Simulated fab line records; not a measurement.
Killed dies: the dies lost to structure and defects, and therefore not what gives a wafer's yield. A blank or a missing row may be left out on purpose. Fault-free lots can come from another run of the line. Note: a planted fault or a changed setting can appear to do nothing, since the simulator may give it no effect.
Split-lot trial    flow n5_finfet    39 wafers read across 7 lots, on a route 1938 steps long

== THE SPLIT ==
At N5_BEOL_M9_CVD_78 (deposits Co from CCTBA/H2, target thk 2 nm, time 138.9 s), the setting target_thk_a was moved away from the recipe's 20 angstrom on 15 of the 39 wafers read, by -59.9% to +31.4%. For the rest of the wafers, this setting stayed at what the recipe calls for.

The split's own step is where the reading is taken.

== THE READING ==
Co_of_BEOL_M9_CVD_78.thk_nm (the simulator's own value, which no gauge read), in nm, at N5_BEOL_M9_CVD_78 (deposits Co from CCTBA/H2, target thk 2 nm, time 138.9 s). There is no usual value for it anywhere in the file. Across the 24 wafers here that went through the recipe, the average is 2.1 nm and the standard deviation 0.094 nm.

wafer   tool, chamber at the split  target_thk_a as run, angstrom  against the recipe  Co_of_BEOL_M9_CVD_78.thk_nm, nm  against lot-mates on the recipe
L076.1  cvd_co-02, 2,0,1            20                             recipe              2.2                              -
L076.4  cvd_co-02, 2,0,1            20                             recipe              2.2                              -
L076.6  cvd_co-02, 2,0,1            20                             recipe              2.2                              -
L076.2  cvd_co-02, 1,0,2            26.29                          +31.4%              2.8                              +0.6
L076.3  cvd_co-02, 1,0,2            26.29                          +31.4%              2.8                              +0.6
L076.5  cvd_co-02, 1,0,2            26.29                          +31.4%              2.8                              +0.6
L078.1  cvd_co-01, 1,0              9.59                           -52.0%              1                                -1.0
L078.4  cvd_co-01, 1,0              9.59                           -52.0%              1                                -1.0
L078.2  cvd_co-01, 2,0,1            20                             recipe              2                                -
L078.3  cvd_co-01, 2,0,1            20                             recipe              2                                -
L078.5  cvd_co-01, 2,0,1            20                             recipe              2                                -
L078.6  cvd_co-01, 2                9.59                           -52.0%              0.8                              -1.2
L080.1  cvd_co-01, 2,0,2            20                             recipe              2                                -
L080.2  cvd_co-01, 2,0,2            20                             recipe              2                                -
L080.4  cvd_co-01, 2,0,2            20                             recipe              2                                -
L081.1  cvd_co-02, 2,0              8.027                          -59.9%              0.8                              -1.2
L081.3  cvd_co-02, 2,0              8.027                          -59.9%              0.8                              -1.2
L081.2  cvd_co-02, 1,2,0            20                             recipe              2                                -
L081.4  cvd_co-02, 1,2,0            20                             recipe              2                                -
L081.6  cvd_co-02, 1,2,0            20                             recipe              2                                -
L081.5  cvd_co-02, 1                8.027                          -59.9%              1                                -1.0
L083.1  cvd_co-02, 1,0,2            20                             recipe              2.2                              -
L083.3  cvd_co-02, 1,0,2            20                             recipe              2.2                              -
L083.6  cvd_co-02, 1,0,2            20                             recipe              2.2                              -
L083.2  cvd_co-02, 2,0              25.71                          +28.6%              2.8                              +0.6
L083.5  cvd_co-02, 2,0              25.71                          +28.6%              2.8                              +0.6
L083.4  cvd_co-02, 1                25.71                          +28.6%              2.6                              +0.4
L090.1  cvd_co-01, 1                12.36                          -38.2%              1.4                              -0.7
L090.5  cvd_co-01, 1                12.36                          -38.2%              1.4                              -0.7
L090.2  cvd_co-01, 0                20                             recipe              2.2                              -
L090.4  cvd_co-01, 0                20                             recipe              2.2                              -
L090.3  cvd_co-01, 2                20                             recipe              2                                -
L090.6  cvd_co-01, 2                12.36                          -38.2%              1.2                              -0.9
L096.1  cvd_co-01, 2,0,0,2,2,0      20                             recipe              2                                -
L096.2  cvd_co-01, 2,0,0,2,2,0      20                             recipe              2                                -
L096.3  cvd_co-01, 2,0,0,2,2,0      20                             recipe              2                                -
L096.4  cvd_co-01, 2,0,0,2,2,0      20                             recipe              2                                -
L096.5  cvd_co-01, 2,0,0,2,2,0      20                             recipe              2                                -
L096.6  cvd_co-01, 2,0,0,2,2,0      20                             recipe              2                                -
When a row names more than one chamber, that row covers several wafers, and the file does not tell which wafer ran in which chamber.

THE FIT
A straight line over all 39 wafers: Co_of_BEOL_M9_CVD_78.thk_nm changes by +0.0212 nm for each +1% of target_thk_a; r = +0.99; the points scatter about the line by 0.099 nm.
The same after taking each lot's own level away (the mean of its wafers on the recipe; 39 wafers): +0.0196 nm for each +1%; r = +0.99; scatter 0.064 nm.
Per that fit: largest target_thk_a move, reading shift of 1.2 nm.
From 2.00 to 2.20 nm: that is the span of the lots' own levels, equal to 2.1 times the standard deviation above.
So the lot-to-lot level changes the slope little: the two slopes agree.
Check: for one of the wafers moved furthest among these (-59.9%), held out of the fit, the line's prediction against its lot-mates is -1.18 nm. It came out at -1.2 nm against them.

== ADDITIONAL SPLITS CARRIED BY THESE WAFERS ==
Before the reading, these wafers also passed through other splits. Each is held against what the fit with the lots' levels taken away leaves over:
other split on the same wafers  wafers away from the commonest value  r with Co_of_BEOL_M9_CVD_78.thk_nm (lot level and that fit taken away)
N5_BEOL_M8_DESCUM_16 time_s     9                                     -0.14

== FILE'S OWN FIT ==
Co_of_BEOL_M9_CVD_78.thk_nm changes by +0.0197 nm for each +1% of target_thk_a, r = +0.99.
